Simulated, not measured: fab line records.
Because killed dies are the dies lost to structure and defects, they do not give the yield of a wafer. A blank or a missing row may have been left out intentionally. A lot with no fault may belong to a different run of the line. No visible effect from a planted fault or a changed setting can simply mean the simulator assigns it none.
Tool commonality check -- flow nand-harc -- 15 lots and 45 wafers in the sample

== REASON FOR OPENING ==
On 3 of the 15 lots, a flag is raised at NHARC_A_BLC_INSPECT_28 on the reading raw-defect-count. Wafers without a fault read 435, standard deviation 130.
Rule: a lot is flagged in two cases, either no wafer of it has a number, or all its wafers with numbers fall more than 4 standard deviations from that mean. All remaining lots are regarded as sound.

lot,measured,on,"raw-defect-count, wafer by wafer",flag
L307,day 18 17:50,defect-inspect-01,414 302 291,
L308,day 18 18:49,defect-inspect-02,477 572 375,
L310,day 18 19:41,defect-inspect-02,504 524 577,
L309,day 18 20:01,defect-inspect-01,303 414 383,
L311,day 18 22:56,defect-inspect-02,431 437 474,
L315,day 20 02:41,defect-inspect-01,419 565 469,
L319,day 21 06:37,defect-inspect-02,307 240 305,
L318,day 21 20:38,defect-inspect-02,6633 6750 6584,FLAGGED
L323,day 22 04:19,defect-inspect-02,6663 6641 6753,FLAGGED
L317,day 22 07:07,defect-inspect-02,6809 6565 6573,FLAGGED
L325,day 22 09:52,defect-inspect-02,701 443 600,
L326,day 22 16:01,defect-inspect-02,485 464 408,
L329,day 22 21:10,defect-inspect-02,667 532 674,
L327,day 22 21:36,defect-inspect-01,307 318 338,
L328,day 23 04:59,defect-inspect-02,392 389 269,
Average over the flagged lots: 6663; offset from the usual +6228, equal to +48 standard deviations.

== WHICH TOOL RAN EACH LOT ==
Before the reading, the record contains 4 process steps out of a 1159-step route. Every cell lists first the tool, next ch and the chambers used by the sampled wafers, and last the start.
lot,flag,NHARC_A_BLC_DESCUM_15,NHARC_A_BLC_STRIP_21,NHARC_A_BLC_PVD_32,NHARC_A_BLC_CMP_25
L307,,"rie-diel-06 ch 0,1,2, day 18 04:39","rie-diel-06 ch 1,2,3, day 18 05:48","pvd-sputter-01, day 18 17:28 or earlier","cmp-01 ch 1,2,3, day 18 17:28"
L308,,"rie-diel-09 ch 0,1,2, day 18 06:35","rie-diel-09 ch 0,1,3, day 18 07:44","pvd-sputter-01, day 18 18:25 or earlier","cmp-03 ch 1,2,3, day 18 18:25"
L310,,"rie-diel-09 ch 0,1,2, day 18 09:40","rie-diel-09 ch 1,2, day 18 10:49","pvd-sputter-02, day 18 19:19 or earlier","cmp-04 ch 0,1,3, day 18 19:19"
L309,,"rie-diel-08 ch 0,1,3, day 18 10:32","rie-diel-09 ch 0,1, day 18 11:43","pvd-sputter-01, day 18 19:38 or earlier","cmp-01 ch 2,3, day 18 19:38"
L311,,"rie-diel-09 ch 0,1,2, day 18 12:46","rie-diel-09 ch 0,1,3, day 18 13:54","pvd-sputter-03, day 18 22:32 or earlier","cmp-04 ch 1,2,3, day 18 22:32"
L315,,"rie-diel-06 ch 1,2,3, day 19 16:33","rie-diel-09 ch 2,3, day 19 17:41","pvd-sputter-02, day 20 02:17 or earlier","cmp-04 ch 0,2,3, day 20 02:17"
L319,,"rie-diel-06 ch 0,1,3, day 21 03:12","rie-diel-06 ch 0,2, day 21 04:23","pvd-sputter-03, day 21 06:11 or earlier","cmp-01 ch 0,3, day 21 06:11"
L318,FLAGGED,"rie-diel-09 ch 0,2, day 21 14:40","rie-diel-09 ch 0,3, day 21 15:48","pvd-sputter-03, day 21 20:13 or earlier","cmp-01 ch 0,2, day 21 20:13"
L323,FLAGGED,"rie-diel-09 ch 1,2,3, day 21 20:32","rie-diel-09 ch 0,3, day 21 21:41","pvd-sputter-01, day 22 03:54 or earlier","cmp-01 ch 0,3, day 22 03:54"
L317,FLAGGED,"rie-diel-09 ch 0,3, day 22 04:10","rie-diel-09 ch 0,2,3, day 22 05:19","pvd-sputter-03, day 22 06:42 or earlier","cmp-01 ch 0,1,2, day 22 06:42"
L325,,"rie-diel-06 ch 0,1,3, day 22 05:50","rie-diel-08 ch 0,1,2, day 22 06:59","pvd-sputter-03, day 22 09:28 or earlier","cmp-03 ch 0,1,3, day 22 09:28"
L326,,"rie-diel-06 ch 1,2, day 22 12:43","rie-diel-09 ch 1,2,3, day 22 14:04","pvd-sputter-02, day 22 15:35 or earlier","cmp-03 ch 0,1,2, day 22 15:35"
L329,,"rie-diel-06 ch 0,1,3, day 22 17:48","rie-diel-06 ch 2,3, day 22 18:56","pvd-sputter-03, day 22 20:46 or earlier","cmp-04 ch 0,1,2, day 22 20:46"
L327,,"rie-diel-09 ch 0,1,2, day 22 17:34","rie-diel-09 ch 0,1,3, day 22 18:43","pvd-sputter-02, day 22 21:10 or earlier","cmp-04 ch 0,2,3, day 22 21:10"
L328,,"rie-diel-08 ch 0,3, day 22 21:20","rie-diel-06 ch 0,1, day 22 22:29","pvd-sputter-03, day 23 04:40 or earlier","cmp-04 ch 0,1,2, day 23 04:40"
What is done by these steps:
- NHARC_A_BLC_DESCUM_15: chemistry O2, time 3 s.
- NHARC_A_BLC_STRIP_21: strips in O2.
- NHARC_A_BLC_PVD_32: deposits Ti, target thk 5 nm, time 17.7 s.
- NHARC_A_BLC_CMP_25: polishes, t overpolish 30 s, target thk 150 nm.
- NHARC_A_BLC_INSPECT_28

== FLAGGED AGAINST TOTAL, ONE TOOL AT A TIME (gauges that did the reading follow at the end) ==
step,tool,lots run,flagged,share of the flagged lots,sound lots run after its first flagged lot
NHARC_A_BLC_DESCUM_15,rie-diel-06,6,0,none,-
NHARC_A_BLC_DESCUM_15,rie-diel-08,2,0,none,-
NHARC_A_BLC_DESCUM_15,rie-diel-09,7,3,all,1 (L327)
NHARC_A_BLC_STRIP_21,rie-diel-06,4,0,none,-
NHARC_A_BLC_STRIP_21,rie-diel-08,1,0,none,-
NHARC_A_BLC_STRIP_21,rie-diel-09,10,3,all,"2 (L326,L327)"
NHARC_A_BLC_PVD_32,pvd-sputter-01,4,1,some,0
NHARC_A_BLC_PVD_32,pvd-sputter-02,4,0,none,-
NHARC_A_BLC_PVD_32,pvd-sputter-03,7,2,some,"3 (L325,L329,L328)"
NHARC_A_BLC_CMP_25,cmp-01,6,3,all,0
NHARC_A_BLC_CMP_25,cmp-03,3,0,none,-
NHARC_A_BLC_CMP_25,cmp-04,6,0,none,-
NHARC_A_BLC_INSPECT_28,defect-inspect-01,4,0,none,-
NHARC_A_BLC_INSPECT_28,defect-inspect-02,11,3,all,"4 (L325,L326,L329,L328)"
With no start given for some of its lots, NHARC_A_BLC_PVD_32 uses the hours and lot order of NHARC_A_BLC_CMP_25.

== WHAT THE TABLE ALLOWS ==
4 rows of the table ran every flagged lot: rie-diel-09 at NHARC_A_BLC_DESCUM_15, rie-diel-09 at NHARC_A_BLC_STRIP_21, cmp-01 at NHARC_A_BLC_CMP_25, defect-inspect-02 at NHARC_A_BLC_INSPECT_28.
- rie-diel-09 at NHARC_A_BLC_DESCUM_15 ran 7 lots, 3 of them flagged. Sound lots followed the first flagged one (L327) on it, something a lasting fault affecting the whole tool could not allow.
- rie-diel-09 at NHARC_A_BLC_STRIP_21 ran 10 lots, 3 of them flagged. Sound lots followed the first flagged one (L326, L327) on it, something a lasting fault affecting the whole tool could not allow.
- cmp-01 at NHARC_A_BLC_CMP_25 ran 6 lots, 3 of them flagged. It ran its last sound lot, L319, at day 21 06:11 and its first flagged lot, L318, at day 21 20:13: a fault with its onset between the two fits. On the flagged lots its readings are blank where sound lots have values: edge-zone-pressure-frac, motor-current-A, overpolish-run-s, time-to-endpoint-s.
- defect-inspect-02 at NHARC_A_BLC_INSPECT_28 ran 11 lots, 3 of them flagged. Sound lots followed the first flagged one (L325, L326, L329, L328) on it, something a lasting fault affecting the whole tool could not allow.
One tool is left: cmp-01 at NHARC_A_BLC_CMP_25.

== WHAT HAD BEEN PUT IN BY THE SIMULATOR ==
At NHARC_A_BLC_CMP_25, the step was skipped entirely on cmp-01 from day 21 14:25 on. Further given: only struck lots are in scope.
Shown lots that were struck: L318, L323, L317. Same finding as the rule above.
